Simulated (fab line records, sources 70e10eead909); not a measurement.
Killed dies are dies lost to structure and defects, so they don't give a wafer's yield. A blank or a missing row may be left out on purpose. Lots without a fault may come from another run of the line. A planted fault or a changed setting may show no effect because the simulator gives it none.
Chamber matching | flow nand_harc | NHARC_A_CHANNEL_FILL_D2_CMP_10 on cmp-04: 4 sister chambers
The step polishes, target thk 150 nm. 22 wafers are shown with their chamber, then 11 later ones without.

WAFERS WITH THEIR CHAMBER
wafer  | chamber | motor_current_A (A) | time_to_endpoint_s (s) | slurry_filter_dp_kPa (kPa)
L074.1 | 1       | 11.9                | 13.3                   | 13.44
L074.2 | 3       | 12.2                | 14.7                   | 13.62
L074.5 | 0       | 9.7                 | 14.5                   | 13.64
L076.3 | 2       | 13.6                | 17.8                   | 13.46
L076.5 | 1       | 12.1                | 15.2                   | 13.59
L076.6 | 0       | 10.2                | 16.3                   | 13.51
L077.3 | 1       | 11.9                | 18.2                   | 13.55
L077.4 | 3       | 12.6                | 19.3                   | 13.48
L077.5 | 2       | 14.1                | 17.4                   | 13.65
L081.1 | 1       | 11.8                | 14.3                   | 13.37
L081.2 | 2       | 14.7                | 15.5                   | 13.48
L081.3 | 3       | 12.3                | 12.9                   | 13.40
L083.3 | 3       | 13.0                | 16.2                   | 13.46
L083.4 | 2       | 14.4                | 15.1                   | 13.55
L083.5 | 1       | 11.5                | 12.9                   | 13.39
L085.1 | 0       | 10.5                | 13.8                   | 13.56
L085.3 | 1       | 12.0                | 14.9                   | 13.64
L085.6 | 0       | 10.7                | 11.7                   | 13.49
L089.1 | 1       | 12.0                | 19.1                   | 13.70
L089.2 | 3       | 12.2                | 17.2                   | 13.58
L089.3 | 2       | 14.4                | 16.9                   | 13.46
L093.1 | 2       | 13.8                | 15.8                   | 13.68

SIGNATURES (means of the wafers above)
reading              | chamber 0 | chamber 1 | chamber 2 | chamber 3 | scatter within a chamber
motor_current_A      | 10.275    | 11.886    | 14.167    | 12.460    | 0.343
time_to_endpoint_s   | 14.075    | 15.414    | 16.417    | 16.060    | 2.03
slurry_filter_dp_kPa | 13.5500   | 13.5257   | 13.5467   | 13.5080   | 0.103
Rule: a wafer's distance from a chamber is the root of the sum, over the readings, of the square of ((its reading less the chamber's mean) divided by the reading's scatter). The wafer belongs to the nearest chamber; if the next one is less than 2 further off, it can't be placed. The scatter: the root of (the sum of the squares of (reading less its chamber's mean) over the shown wafers, divided by (wafers less chambers)).

WAFERS WITHOUT THEIR CHAMBER
wafer  | motor_current_A (A) | time_to_endpoint_s (s) | slurry_filter_dp_kPa (kPa)
L093.2 | 9.9                 | 19.9                   | 13.70
L093.5 | 9.9                 | 20.3                   | 13.48
L094.1 | 10.6                | 14.7                   | 13.25
L094.2 | 11.9                | 14.5                   | 13.48
L094.5 | 12.5                | 15.3                   | 13.53
L095.1 | 14.0                | 18.3                   | 13.71
L095.2 | 10.5                | 15.2                   | 13.54
L095.5 | 12.6                | 19.2                   | 13.53
L097.1 | 14.2                | 17.6                   | 13.32
L097.3 | 12.5                | 17.8                   | 13.41
L097.6 | 11.8                | 16.4                   | 13.51

WHICH CHAMBER EACH WENT THROUGH
wafer  | from the rows above     | in truth
L093.2 | 0                       | 0
L093.5 | 0                       | 0
L094.1 | can't be placed: 0 or 1 | 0
L094.2 | can't be placed: 1 or 3 | 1
L094.5 | can't be placed: 3 or 1 | 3
L095.1 | 2                       | 2
L095.2 | 0                       | 0
L095.5 | can't be placed: 3 or 1 | 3
L097.1 | 2                       | 2
L097.3 | can't be placed: 3 or 1 | 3
L097.6 | can't be placed: 1 or 3 | 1
Placed correctly: 5 of 11. Can't be placed from these rows: 6 (the true chamber is among the candidates in 6). Placed wrongly: 0.
